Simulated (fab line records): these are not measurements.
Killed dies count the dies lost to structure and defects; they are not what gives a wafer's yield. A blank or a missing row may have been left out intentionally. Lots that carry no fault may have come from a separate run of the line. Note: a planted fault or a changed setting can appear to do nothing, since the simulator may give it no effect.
One fault through the eyes of 3 desks    flow n5 finfet    each desk has only its own numbers; what lay behind them comes last

## THE DEFECT DESK
What the inspections along the route counted, lot by lot: means of the sampled wafers that have a number. If a lot's mean is further than 4 standard deviations from the usual mean, the lot is out of limits and carries the mark OUT (the distance appears in the brackets).
Columns: A = raw defect count at N5_BEOL_M7_INSPECT_30, usual 391
lot   first seen here  A
L770  day 9 11:23      365
L778  day 11 11:31     510
L779  day 11 20:04     420
L787  day 13 21:07     320
L789  day 14 10:23     309
This desk found nothing out of limits on any of the 5 lots.

## THE TOOL OWNER'S DESK: rie diel-01
The tool's own readings at N5_BEOL_M7_DESCUM_33 (chemistry O2, time 7 s): means of the sampled wafers that have a number, for each lot that ran on this tool. If a lot's mean is further than 4 standard deviations from the usual mean, the lot is out of limits and carries the mark OUT (the distance appears in the brackets).
Columns: A = drypump motor current A at N5_BEOL_M7_DESCUM_33, usual 5.7 A; B = o2 flow sccm at N5_BEOL_M7_DESCUM_33, usual 224.9 sccm; C = oes product au at N5_BEOL_M7_DESCUM_33, usual 0.80 a.u.; D = rf vpp V at N5_BEOL_M7_DESCUM_33, usual 243.2 V; E = showerhead plenum p Torr at N5_BEOL_M7_DESCUM_33, usual 2.09 Torr; F = temp c at N5_BEOL_M7_DESCUM_33, usual 39.99 C; G = throttle valve pct at N5_BEOL_M7_DESCUM_33, usual 20.33 %
lot   first seen here  A    B      C     D      E     F      G
L778  day 11 11:33     5.3  224.5  0.82  242.6  2.06  40.02  20.27
L779  day 11 20:06     5.5  224.9  0.80  243.0  2.07  39.96  20.44
This desk found nothing out of limits on any of the 2 lots.

## FROM THE METROLOGY DESK
Lot by lot, what the gauges showed, no matter which tool ran the lot: averages of those sampled wafers that carry a number. If a lot's mean is further than 4 standard deviations from the usual mean, the lot is out of limits and carries the mark OUT (the distance appears in the brackets).
Columns: A = cd nm at N5_BEOL_M7_CD_MEAS_28, usual 39.97 nm; B = V6_OVL at N5_BEOL_M7_OVL_MEAS_29, usual 0.0 nm
lot   first seen here  A      B
L770  day 9 11:18      40.09  0.0
L778  day 11 11:26     39.89  -0.0
L779  day 11 19:59     39.83  0.9
L787  day 13 21:02     40.09  0.3
L789  day 14 10:18     40.09  -0.7
This desk found nothing out of limits on any of the 5 lots.

## ALL TOGETHER
Nothing out of limits was seen by the defect desk.
The desk of the tool owner found nothing out of limits.
At the metrology desk, nothing out of limits was observed.

## WHAT WAS PUT IN BY THE SIMULATOR
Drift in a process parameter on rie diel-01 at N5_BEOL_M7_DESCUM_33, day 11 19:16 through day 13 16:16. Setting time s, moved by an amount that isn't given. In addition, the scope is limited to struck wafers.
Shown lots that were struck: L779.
